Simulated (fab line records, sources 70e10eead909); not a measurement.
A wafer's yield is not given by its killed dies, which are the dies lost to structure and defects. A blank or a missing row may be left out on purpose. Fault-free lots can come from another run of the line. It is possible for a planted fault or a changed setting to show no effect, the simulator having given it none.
fab line records | flow nand-harc
record: lots: 24 wafers: 72 last-day: 33
route steps=1302 shown A_START@389 A_ZERO_WELL@401 A_CHANNEL_HOLE_D1@450
lots that met no fault: taken from a fault-free run of the same line
start-h: hours from the record's first day to the start of the lot's first wafer shown | wait-h: hours from the lot's prior step to this one | " as in the row above | L1.1+2: a single row standing in for several wafers | - either no value or no given start | * or withheld: withheld | < > ~ a bound
route shown NAME@n: NAME is a module with steps in the file, n the number in the route of the first one | usual: average and standard deviation across the fault-free wafers | same: alike in all rows | chamber/n: place in a boat | sites: the reading at each site | _std_site: standard deviation across them | _edge_site: the outer-site mean with the inner-site mean subtracted | radius-mm: for every site, how far away it sits from the centre of the wafer | mask NAME#n: copy n | behind: the tool/chamber that last shaped the wafer | hold: the reason the lot was held/the length of the hold in hours/how it ended | device: the n, p or np transistor that did not switch | end of line: the tests these same wafers got at the end of their route | for a step that has no rows: nothing shown but its recipe | killed: the dies lost at the first sort to structure and to defects; this is not the yield of the wafer | map: a wafer's dies, x killed, . not, _ none there
set.NAME: the setting the step ran with; set.NAME@STEP: the setting that earlier step ran with | model.NAME: the simulator's own value behind a step, which no gauge read
steps of the route over a sample of lots; a table a step, a row a wafer
services: a tool's chamber out of use, with start hour (start-h, from the record's first day; less than 0 if before it), hours out, and reason
== steps ==
step: NHARC_A_START_INSPECT_01
usual: raw-defect-count: 2.9/1.7
columns lot.wafer tool chamber start-h wait-h raw-defect-count
L074.1 defect-inspect-02 - 137.05 - 3
L074.2 " - " " 3
L074.5 " - " " 1
L075.2 defect-inspect-02 - 150.62 - 1
L075.3 " - " " 0
L075.5 " - " " 6
L076.3 defect-inspect-02 - 161.89 - 2
L076.5 " - " " 5
L076.6 " - " " 3
L077.3 defect-inspect-02 - 169.27 - 2
L077.4 " - " " 2
L077.5 " - " " 4
L079.1 defect-inspect-02 - 187.87 - 4
L079.4 " - " " 1
L079.6 " - " " 3
L078.2 defect-inspect-01 - 188.26 - 3
L078.3 " - " " 5
L078.5 " - " " 4
L080.2 defect-inspect-01 - 205.71 - 6
L080.4 " - " " 2
L080.6 " - " " 3
L081.1 defect-inspect-02 - 211.37 - 1
L081.2 " - " " 1
L081.3 " - " " 3
L082.1 defect-inspect-02 - 218.04 - 4
L082.3 " - " " 1
L082.6 " - " " 1
L083.3 defect-inspect-02 - 228.53 - 3
L083.4 " - " " 0
L083.5 " - " " 6
L084.2 defect-inspect-01 - 245.78 - 5
L084.5 " - " " 2
L084.6 " - " " 2
L085.1 defect-inspect-01 - 251.17 - 1
L085.3 " - " " 2
L085.6 " - " " 4
L086.1 defect-inspect-02 - 255.34 - 3
L086.2 " - " " 3
L086.5 " - " " 1
L087.4 defect-inspect-01 - 262.21 - 4
L087.5 " - " " 5
L087.6 " - " " 4
L089.1 defect-inspect-01 - 282.19 - 5
L089.2 " - " " 0
L089.3 " - " " 3
L088.2 defect-inspect-01 - 282.97 - 1
L088.5 " - " " 5
L088.6 " - " " 3
L090.1 defect-inspect-01 - 298.11 - 4
L090.4 " - " " 2
L090.5 " - " " 8
L091.2 defect-inspect-01 - 306.18 - 3
L091.4 " - " " 2
L091.5 " - " " 1
L092.1 defect-inspect-01 - 322.99 - 2
L092.5 " - " " 1
L092.6 " - " " 1
L093.1 defect-inspect-01 - 323.82 - 2
L093.2 " - " " 4
L093.5 " - " " 5
L094.1 defect-inspect-01 - 338.52 - 5
L094.2 " - " " 1
L094.5 " - " " 3
L095.1 defect-inspect-01 - 351.02 - 3
L095.2 " - " " 3
L095.5 " - " " 2
L096.3 defect-inspect-01 - 359.83 - 2
L096.5 " - " " 3
L096.6 " - " " 3
L097.1 defect-inspect-02 - 368.47 - 5
L097.3 " - " " 6
L097.6 " - " " 5
step: NHARC_A_ZERO_WELL_CD_MEAS_10
recipe: target-cd-nm: 2000 landing-energy-ev: 500
usual: cd-nm: 1999.7/1.9
columns lot.wafer tool chamber start-h wait-h cd-nm
L074.1 cd-sem-03 0 137.89 - 1999.2
L074.2 " 0 " " 1999.9
L074.5 " 0 " " 2002.2
L075.2 cd-sem-01 0 151.46 - 1999.9
L075.3 " 0 " " 1998.6
L075.5 " 0 " " 1999.2
L076.3 cd-sem-03 0 162.61 - 1998.3
L076.5 " 0 " " 2004.3
L076.6 " 0 " " 2000.7
L077.3 cd-sem-01 0 170.11 - 2000.9
L077.4 " 0 " " 1998.3
L077.5 " 0 " " 1998.8
L079.1 cd-sem-03 0 188.71 - 1999.9
L079.4 " 0 " " 2002.0
L079.6 " 0 " " 2001.4
L078.2 cd-sem-03 0 189.10 - 1998.6
L078.3 " 0 " " 1999.6
L078.5 " 0 " " 1999.3
L080.2 cd-sem-01 0 206.55 - 1997.9
L080.4 " 0 " " 1996.0
L080.6 " 0 " " 2000.5
L081.1 cd-sem-03 0 212.09 - 2002.5
L081.2 " 0 " " 2001.3
L081.3 " 0 " " 1997.8
L082.1 cd-sem-01 0 218.88 - 2002.9
L082.3 " 0 " " 2003.2
L082.6 " 0 " " 2002.2
L083.3 cd-sem-02 0 229.25 - 1997.4
L083.4 " 0 " " 1997.3
L083.5 " 0 " " 2004.1
L084.2 cd-sem-03 0 246.50 - 1998.5
L084.5 " 0 " " 1998.0
L084.6 " 0 " " 2004.7
L085.1 cd-sem-01 0 252.02 - 2000.0
L085.3 " 0 " " 1998.7
L085.6 " 0 " " 1998.2
L086.1 cd-sem-03 0 256.19 - 1999.5
L086.2 " 0 " " 2001.4
L086.5 " 0 " " 1999.4
L087.4 cd-sem-03 0 263.12 - 1999.1
L087.5 " 0 " " 2000.0
L087.6 " 0 " " 1997.1
L089.1 cd-sem-01 0 283.03 - 1998.8
L089.2 " 0 " " 1998.5
L089.3 " 0 " " 2000.4
L088.2 cd-sem-01 0 283.81 - 1999.9
L088.5 " 0 " " 1998.2
L088.6 " 0 " " 2001.1
L090.1 cd-sem-02 0 298.96 - 1998.2
L090.4 " 0 " " 1999.6
L090.5 " 0 " " 2001.0
L091.2 cd-sem-03 0 307.03 - 1999.2
L091.4 " 0 " " 1998.6
L091.5 " 0 " " 1998.4
L092.1 cd-sem-03 0 323.70 - 2003.2
L092.5 " 0 " " 1999.9
L092.6 " 0 " " 2000.3
L093.1 cd-sem-03 0 324.54 - 1999.7
L093.2 " 0 " " 1998.3
L093.5 " 0 " " 1999.2
L094.1 cd-sem-02 0 339.30 - 2000.0
L094.2 " 0 " " 2000.8
L094.5 " 0 " " 1997.1
L095.1 cd-sem-01 0 351.86 - 1997.7
L095.2 " 0 " " 1997.3
L095.5 " 0 " " 1998.7
L096.3 cd-sem-03 0 360.67 - 1999.6
L096.5 " 0 " " 2002.2
L096.6 " 0 " " 2001.8
L097.1 cd-sem-03 0 369.18 - 1997.0
L097.3 " 0 " " 1999.3
L097.6 " 0 " " 2000.1
step: NHARC_A_CHANNEL_HOLE_D1_DEP_00
recipe: target-thk-a: 31000 temp-c: 400 material: aC
usual: throttle-valve-pct: 35.000/0.0097
columns lot.wafer tool chamber start-h wait-h throttle-valve-pct
L074.1 acl-dep-01 0 182.73 2.2 35.001
L074.2 " 0 " " 35.018
L074.5 " 0 " " 35.017
L075.2 acl-dep-02 0 189.99 2.2 35.000
L075.3 " 0 " " 34.998
L075.5 " 0 " " 34.999
L076.3 acl-dep-03 0 206.70 5.4 35.015
L076.5 " 0 " " 34.999
L076.6 " 0 " " 34.996
L077.3 acl-dep-03 0 210.49 3.2 34.994
L077.4 " 0 " " 35.003
L077.5 " 0 " " 34.993
L079.1 acl-dep-02 0 228.44 4.3 35.004
L079.4 " 0 " " 34.994
L079.6 " 0 " " 34.990
L078.2 acl-dep-01 0 228.49 4.4 34.991
L078.3 " 0 " " 34.993
L078.5 " 0 " " 34.998
L081.1 acl-dep-03 0 252.56 3.2 34.993
L081.2 " 0 " " 34.997
L081.3 " 0 " " 35.016
L080.2 acl-dep-01 0 252.99 3.6 34.995
L080.4 " 0 " " 34.989
L080.6 " 0 " " 35.000
L082.1 acl-dep-01 0 257.29 0.1 35.003
L082.3 " 0 " " 35.004
L082.6 " 0 " " 34.986
L083.3 acl-dep-02 0 267.03 2.8 34.992
L083.4 " 0 " " 34.995
L083.5 " 0 " " 35.004
L084.2 acl-dep-01 0 283.01 1.8 35.000
L084.5 " 0 " " 35.024
L084.6 " 0 " " 34.997
L086.1 acl-dep-01 0 290.61 0.3 34.996
L086.2 " 0 " " 35.009
L086.5 " 0 " " 35.004
L085.1 acl-dep-03 0 290.62 0.3 34.998
L085.3 " 0 " " 34.981
L085.6 " 0 " " 34.994
L087.4 acl-dep-01 0 304.04 2.6 34.995
L087.5 " 0 " " 35.001
L087.6 " 0 " " 35.012
L089.1 acl-dep-03 0 320.80 1.9 35.023
L089.2 " 0 " " 34.994
L089.3 " 0 " " 35.003
L088.2 acl-dep-02 0 322.08 3.1 35.016
L088.5 " 0 " " 34.996
L088.6 " 0 " " 35.022
L090.1 acl-dep-01 0 335.62 0.1 35.002
L090.4 " 0 " " 35.005
L090.5 " 0 " " 35.014
L091.2 acl-dep-02 0 348.26 5.0 35.014
L091.4 " 0 " " 34.983
L091.5 " 0 " " 34.995
L093.1 acl-dep-01 0 360.53 0.1 35.000
L093.2 " 0 " " 35.004
L093.5 " 0 " " 34.973
L092.1 acl-dep-02 0 360.58 0.1 34.996
L092.5 " 0 361.86 1.3 35.008
L092.6 " 0 " " 34.998
L094.1 acl-dep-01 0 382.82 5.5 34.995
L094.2 " 0 " " 34.998
L094.5 " 0 " " 34.994
L095.1 acl-dep-01 0 389.31 2.7 35.022
L095.2 " 0 " " 34.985
L095.5 " 0 " " 35.011
L096.3 acl-dep-03 0 398.98 1.5 34.998
L096.5 " 0 " " 35.010
L096.6 " 0 " " 35.003
L097.1 acl-dep-03 0 406.17 0.1 34.994
L097.3 " 0 " " 34.986
L097.6 " 0 " " 35.001
step: NHARC_A_CHANNEL_HOLE_D1_INSPECT_12
usual: raw-defect-count: 5/2.6
columns lot.wafer tool chamber start-h wait-h raw-defect-count
L074.1 defect-inspect-01 - 185.50 0.0 4
L074.2 " - " " 1
L074.5 " - " " 3
L075.2 defect-inspect-01 - 192.47 0.0 2
L075.3 " - " " 3
L075.5 " - " " 6
L076.3 defect-inspect-01 - 208.74 0.0 10
L076.5 " - " " 4
L076.6 " - " " 3
L077.3 defect-inspect-01 - 212.62 0.0 0
L077.4 " - " " 6
L077.5 " - " " 6
L078.2 defect-inspect-02 - 231.05 0.0 4
L078.3 " - " " 4
L078.5 " - " " 2
L079.1 defect-inspect-02 - 231.30 0.0 5
L079.4 " - " " 3
L079.6 " - " " 3
L081.1 defect-inspect-01 - 255.33 0.0 1
L081.2 " - " " 5
L081.3 " - " " 5
L080.2 defect-inspect-01 - 255.49 0.0 4
L080.4 " - " " 8
L080.6 " - " " 9
L082.1 defect-inspect-01 - 260.07 0.0 1
L082.3 " - " " 8
L082.6 " - " " 4
L083.3 defect-inspect-02 - 269.07 0.0 4
L083.4 " - " " 6
L083.5 " - " " 1
L084.2 defect-inspect-02 - 285.30 0.0 4
L084.5 " - " " 5
L084.6 " - " " 2
L085.1 defect-inspect-01 - 293.25 0.0 2
L085.3 " - " " 5
L085.6 " - " " 1
L086.1 defect-inspect-02 - 293.41 0.0 8
L086.2 " - " " 13
L086.5 " - " " 11
L087.4 defect-inspect-01 - 305.86 0.0 7
L087.5 " - " " 5
L087.6 " - " " 9
L089.1 defect-inspect-02 - 323.57 0.0 4
L089.2 " - " " 10
L089.3 " - " " 10
L088.2 defect-inspect-02 - 324.56 0.0 7
L088.5 " - " " 6
L088.6 " - " " 5
L090.1 defect-inspect-02 - 338.37 0.0 3
L090.4 " - " " 10
L090.5 " - " " 3
L091.2 defect-inspect-01 - 350.76 0.0 7
L091.4 " - " " 4
L091.5 " - " " 5
L093.1 defect-inspect-02 - 363.30 0.0 4
L093.2 " - " " 1
L093.5 " - " " 1
L092.1 defect-inspect-02 - 363.45 0.0 8
L092.5 " - " " 3
L092.6 " - " " 10
L094.1 defect-inspect-02 - 385.47 0.0 5
L094.2 " - " " 4
L094.5 " - " " 4
L095.1 defect-inspect-01 - 392.10 0.0 6
L095.2 " - " " 3
L095.5 " - " " 5
L096.3 defect-inspect-01 - 401.11 0.0 5
L096.5 " - " " 3
L096.6 " - " " 1
L097.1 defect-inspect-02 - 408.82 0.0 6
L097.3 " - " " 3
L097.6 " - " " 6
step: NHARC_A_CHANNEL_HOLE_D1_ETCH_38
recipe: target-depth-a: 390 over-etch-frac: 0.3 time-s: 65 ion-energy-ev: 80 cf4-flow-sccm: 150 ar-flow-sccm: 0 rf-w: 300 bias-w: 100 chemistry: CF4
usual: drypump-motor-current-A: 5.9/0.49 oes-product-au: 0.999/0.0075 rf-vpp-V: 151.1/1.1 showerhead-plenum-p-Torr: 1.75/0.06 throttle-valve-pct: 13.283/0.0096
same: over-etch-frac: 0.3
columns lot.wafer tool chamber start-h wait-h drypump-motor-current-A oes-product-au rf-hours-counter-h rf-vpp-V showerhead-plenum-p-Torr throttle-valve-pct
L074.1 rie-diel-05 3 185.64 0.1 6.3 0.988 13 150.7 1.65 13.281
L074.2 " 2 " " 5.8 0.991 5 153.1 1.84 13.277
L074.5 " 0 " " 5.3 0.994 - 152.9 1.82 13.298
L075.2 rie-diel-04 2 192.71 0.1 6.6 1.005 0 151.9 1.70 13.278
L075.3 " 1 " " 5.8 1.003 3 151.9 1.77 13.287
L075.5 " 3 " " 5.6 0.997 - 150.8 1.70 13.282
L076.3 rie-diel-04 0 208.89 0.1 6.4 0.994 9 150.8 1.79 13.283
L076.6 " 3 " " 5.6 1.003 - 150.6 1.69 13.285
L076.5 " 0 " " 6.4 0.984 - 150.8 1.79 13.284
L077.4 rie-diel-04 3 212.76 0.1 5.6 1.005 10 151.6 1.69 13.284
L077.3 " 0 " " 6.5 0.991 10 152.6 1.79 13.293
L077.5 " 3 " " 5.6 1.003 - 151.4 1.69 13.282
L078.3 rie-diel-04 2 231.20 0.1 6.6 0.992 14 149.9 1.70 13.289
L078.2 " 3 " " 5.6 0.991 15 149.3 1.69 13.285
L078.5 " 3 " " 5.6 0.996 - 150.6 1.69 13.288
L079.1 rie-diel-08 3 231.48 0.1 6.1 1.003 10 149.7 1.69 13.286
L079.4 " 0 " " 5.3 1.003 5 152.1 1.78 13.290
L079.6 " 3 " " 6.1 1.000 - 149.6 1.69 13.277
L081.3 rie-diel-04 0 255.48 0.1 6.4 1.002 25 152.1 1.79 13.274
L081.2 " 1 " " 5.8 0.999 25 150.4 1.77 13.286
L081.1 " 2 " " 6.6 1.005 20 149.1 1.70 13.279
L080.2 rie-diel-08 1 255.65 0.1 4.8 1.000 19 151.4 1.76 13.276
L080.4 " 2 " " 5.9 1.001 22 149.8 1.76 13.292
L080.6 " 1 " " 4.8 0.999 - 151.3 1.76 13.276
L082.3 rie-diel-05 2 260.23 0.1 5.8 0.995 1 153.0 1.84 13.268
L082.1 " 3 " " 6.3 0.988 1 149.7 1.65 13.294
L082.6 " 1 " " 6.3 0.989 - 152.2 1.78 13.293
L083.4 rie-diel-04 0 269.21 0.1 6.5 1.007 30 150.9 1.79 13.272
L083.3 " 2 " " 6.6 1.005 27 149.2 1.70 13.294
L083.5 " 1 " " 5.8 1.003 - 152.5 1.76 13.277
L084.2 rie-diel-08 3 285.47 0.1 6.1 0.997 34 150.6 1.68 13.296
L084.6 " 0 " " 5.3 1.007 - 151.4 1.78 13.289
L084.5 " 1 " " 4.8 0.997 - 150.8 1.75 13.275
L085.3 rie-diel-05 0 293.40 0.1 5.3 0.985 3 151.3 1.82 13.288
L085.1 " 1 " " 6.2 0.992 3 151.7 1.78 13.290
L085.6 " 1 " " 6.3 0.995 - 150.9 1.78 13.284
L086.2 rie-diel-04 0 293.56 0.1 6.5 1.024 39 150.9 1.78 13.290
L086.1 " 2 " " 6.6 1.006 36 149.4 1.69 13.283
L086.5 " 1 " " 5.8 0.995 - 151.8 1.76 13.284
L087.4 rie-diel-05 1 306.01 0.1 6.3 1.000 5 152.6 1.78 13.274
L087.5 " 0 " " 5.4 0.995 - 151.1 1.82 13.284
L087.6 " 1 " " 6.3 1.000 - 150.4 1.78 13.283
L089.1 rie-diel-05 1 323.73 0.1 6.3 0.997 6 151.0 1.78 13.276
L089.2 " 2 " " 5.7 1.001 5 151.8 1.84 13.281
L089.3 " 3 " " 6.3 0.987 5 151.3 1.65 13.287
L088.2 rie-diel-08 0 324.74 0.1 5.3 1.007 41 151.6 1.77 13.289
L088.6 " 3 " " 6.1 0.999 - 151.3 1.68 13.287
L088.5 " 0 " " 5.3 1.002 - 151.2 1.77 13.293
L090.4 rie-diel-05 0 338.52 0.1 5.3 1.000 7 152.1 1.82 13.283
L090.1 " 1 " " 6.3 1.004 7 151.6 1.78 13.284
L090.5 " 0 " " 5.3 1.010 - 151.8 1.82 13.296
L091.2 rie-diel-05 3 350.92 0.1 6.3 0.989 8 150.7 1.65 13.270
L091.5 " 0 " " 5.3 1.004 - 152.6 1.82 13.270
L091.4 " 3 " " 6.3 0.995 - 150.6 1.65 13.278
L093.1 rie-diel-05 1 363.44 0.1 6.3 0.994 10 150.3 1.78 13.279
L093.2 " 0 " " 5.3 1.007 10 153.5 1.82 13.272
L093.5 " 1 " " 6.2 1.001 - 151.0 1.78 13.290
L092.1 rie-diel-05 3 363.71 0.2 6.2 0.994 9 150.2 1.65 13.272
L092.5 " 2 " " 5.8 1.002 - 152.1 1.84 13.291
L092.6 " 3 " " 6.3 1.002 - 149.2 1.65 13.273
L094.2 rie-diel-04 1 385.61 0.1 5.8 0.989 8 150.9 1.75 13.284
L094.1 " 2 " " 6.6 1.006 6 151.1 1.69 13.288
L094.5 " 2 " " 6.6 1.006 - 150.4 1.69 13.284
L095.1 rie-diel-05 2 392.25 0.1 5.8 1.005 11 151.2 1.84 13.292
L095.2 " 0 " " 5.3 1.004 12 153.4 1.82 13.278
L095.5 " 3 " " 6.3 1.003 - 149.6 1.65 13.306
L096.3 rie-diel-05 1 401.27 0.1 6.3 0.992 13 153.1 1.78 13.281
L096.6 " 2 " " 5.8 1.018 - 151.1 1.84 13.277
L096.5 " 3 " " 6.3 0.986 - 149.2 1.65 13.296
L097.1 rie-diel-08 3 408.96 0.1 6.1 1.004 6 149.8 1.67 13.286
L097.3 " 0 " " 5.3 0.998 9 150.0 1.77 13.277
L097.6 " 0 " " 5.3 0.992 - 150.8 1.77 13.281
step: NHARC_A_CHANNEL_HOLE_D1_ETCH_44
recipe: target-depth-a: 1400 overetch-a: 140 time-s: 77 ion-energy-ev: 100 cf4-flow-sccm: 80 o2-flow-sccm: 20 ar-flow-sccm: 0 rf-w: 300 bias-w: 100 chemistry: CF4/O2
usual: drypump-motor-current-A: 5.8/0.5 oes-product-au: 0.999/0.0071 rf-vpp-V: 197.5/1.5 showerhead-plenum-p-Torr: 1.33/0.053 throttle-valve-pct: 13.397/0.0089
columns lot.wafer tool chamber start-h wait-h drypump-motor-current-A oes-product-au rf-hours-counter-h rf-vpp-V showerhead-plenum-p-Torr throttle-valve-pct
L074.2 rie-diel-05 1 194.49 0.1 6.2 0.984 13 200.2 1.35 13.398
L074.1 " 3 " " 6.3 0.986 13 196.6 1.24 13.406
L074.5 " 0 " " 5.3 0.999 - 199.1 1.38 13.405
L075.3 rie-diel-05 1 198.67 0.1 6.3 0.995 13 198.7 1.35 13.404
L075.2 " 2 " " 5.8 1.004 6 198.1 1.39 13.399
L075.5 " 0 " " 5.3 0.999 - 199.2 1.38 13.395
L076.3 rie-diel-05 2 214.87 0.1 5.7 0.991 7 200.3 1.39 13.399
L076.5 " 2 " " 5.7 0.992 - 200.3 1.39 13.388
L076.6 " 0 " " 5.3 0.996 - 198.0 1.38 13.388
L077.3 rie-diel-05 3 219.06 0.1 6.3 0.995 15 195.0 1.24 13.394
L077.4 " 2 " " 5.8 0.996 - 197.7 1.39 13.399
L077.5 " 3 " " 6.3 0.992 - 195.5 1.24 13.389
L078.3 rie-diel-04 3 238.93 0.1 5.6 0.993 19 197.8 1.27 13.413
L078.2 " 0 " " 6.4 1.005 21 196.8 1.35 13.403
L078.5 " 2 " " 6.7 0.999 - 196.6 1.28 13.400
L079.1 rie-diel-08 2 242.68 0.1 5.9 1.003 16 197.4 1.33 13.382
L079.4 " 3 " " 6.1 0.995 17 196.2 1.27 13.389
L079.6 " 1 " " 4.8 0.990 - 197.3 1.33 13.388
L081.2 rie-diel-05 0 263.34 0.1 5.3 1.012 2 198.1 1.38 13.396
L081.1 " 1 " " 6.3 0.994 2 198.5 1.35 13.388
L081.3 " 2 " " 5.8 1.001 2 199.8 1.39 13.401
L080.2 rie-diel-05 3 263.39 0.1 6.3 1.006 2 195.8 1.24 13.405
L080.4 " 0 " " 5.3 0.996 2 198.7 1.38 13.390
L080.6 " 3 " " 6.3 0.992 - 195.1 1.24 13.400
L082.1 rie-diel-05 3 267.46 0.1 6.3 1.004 2 195.1 1.24 13.405
L082.3 " 2 " " 5.8 0.997 2 197.8 1.39 13.381
L082.6 " 3 " " 6.3 0.989 - 198.2 1.24 13.400
L083.3 rie-diel-08 0 276.81 0.1 5.3 1.010 25 197.2 1.34 13.390
L083.4 " 1 " " 4.8 1.006 28 198.1 1.32 13.401
L083.5 " 1 " " 4.8 0.999 - 196.9 1.32 13.394
L084.2 rie-diel-05 2 294.80 0.1 5.8 1.006 4 198.0 1.39 13.400
L084.6 " 2 " " 5.7 1.001 - 198.9 1.39 13.408
L084.5 " 3 " " 6.3 0.993 - 194.4 1.24 13.397
L085.3 rie-diel-05 3 299.22 0.1 6.3 0.994 4 193.8 1.24 13.381
L085.1 " 2 " " 5.8 0.994 4 198.9 1.39 13.410
L085.6 " 3 " " 6.3 0.990 - 194.2 1.24 13.382
L086.1 rie-diel-04 2 299.36 0.1 6.7 1.003 38 197.2 1.28 13.404
L086.2 " 3 " " 5.6 0.993 40 197.2 1.27 13.396
L086.5 " 2 " " 6.6 0.993 - 195.6 1.27 13.400
L087.4 rie-diel-08 3 311.83 0.1 6.1 1.000 44 198.0 1.27 13.407
L087.5 " 2 " " 6.0 0.996 - 199.9 1.33 13.393
L087.6 " 3 " " 6.1 1.004 - 196.5 1.27 13.406
L089.1 rie-diel-08 2 329.89 0.1 5.9 0.995 48 197.0 1.32 13.382
L089.3 " 3 " " 6.1 1.015 50 196.4 1.26 13.411
L089.2 " 0 " " 5.3 1.011 43 198.9 1.34 13.393
L088.2 rie-diel-05 1 330.68 0.1 6.3 1.004 7 197.1 1.35 13.382
L088.5 " 3 " " 6.3 0.996 - 195.9 1.24 13.381
L088.6 " 0 " " 5.3 0.995 - 197.4 1.38 13.395
L090.4 rie-diel-05 1 344.37 0.1 6.3 1.003 8 199.0 1.35 13.404
L090.1 " 0 " " 5.3 1.010 8 199.0 1.37 13.397
L090.5 " 1 " " 6.3 1.009 - 197.3 1.35 13.386
L091.4 rie-diel-08 0 356.91 0.1 5.3 0.993 50 196.4 1.34 13.387
L091.2 " 2 " " 5.9 0.998 55 196.0 1.32 13.398
L091.5 " 0 " " 5.3 1.005 - 196.8 1.34 13.390
L093.1 rie-diel-05 3 369.41 0.1 6.3 0.987 10 194.9 1.24 13.387
L093.2 " 0 " " 5.3 0.992 11 198.3 1.37 13.385
L093.5 " 3 " " 6.3 0.988 - 194.2 1.24 13.399
L092.1 rie-diel-05 3 370.04 0.0 6.3 1.002 10 195.7 1.24 13.398
L092.5 " 3 " " 6.3 0.993 - 197.1 1.24 13.388
L092.6 " 0 " " 5.3 0.996 - 197.0 1.37 13.400
L094.2 rie-diel-08 3 391.51 0.1 6.1 1.005 2 196.0 1.26 13.395
L094.1 " 1 " " 4.8 1.000 3 196.6 1.32 13.388
L094.5 " 2 " " 5.9 0.998 - 195.9 1.32 13.402
L095.1 rie-diel-05 2 403.63 0.1 5.7 1.005 13 198.2 1.39 13.406
L095.2 " 3 " " 6.3 0.997 13 195.8 1.24 13.410
L095.5 " 2 " " 5.7 1.014 - 197.6 1.39 13.392
L096.3 rie-diel-04 3 411.94 0.1 5.6 1.003 14 196.0 1.26 13.407
L096.6 " 0 " " 6.4 1.013 - 198.6 1.34 13.396
L096.5 " 1 " " 5.8 0.996 - 197.5 1.32 13.395
L097.3 rie-diel-04 2 414.93 0.1 6.7 1.006 13 197.0 1.27 13.390
L097.1 " 0 " " 6.4 1.003 17 197.7 1.34 13.412
L097.6 " 2 " " 6.6 1.005 - 196.1 1.27 13.402
== services ==
columns tool chamber start-h hours kind
rie-diel-05 0 159.94 - clean
rie-diel-05 1 159.94 - clean
rie-diel-05 2 159.94 - clean
rie-diel-04 2 160.58 32.0 repair
rie-diel-08 0 166.88 42.8 repair
rie-diel-08 - 174.12 0.1 repair
rie-diel-04 - 177.90 9.0 pm
acl-dep-01 - 188.82 13.0 pm
rie-diel-08 - 191.24 9.0 pm
rie-diel-05 - 192.08 1.6 repair
rie-diel-05 1 212.58 10.1 repair
rie-diel-05 - 229.60 9.0 pm
acl-dep-02 - 241.71 13.0 pm
acl-dep-02 - 261.35 3.1 repair
rie-diel-08 1 278.01 5.6 repair
rie-diel-08 2 292.08 1.3 repair
rie-diel-04 - 299.80 0.9 repair
rie-diel-05 3 301.09 3.7 repair
acl-dep-03 - 301.86 13.0 pm
acl-dep-03 - 346.11 0.7 repair
rie-diel-04 - 354.90 9.0 pm
rie-diel-08 - 368.68 9.0 pm
acl-dep-01 - 369.82 13.0 pm
rie-diel-05 - 406.60 9.0 pm
== key ==
fault none
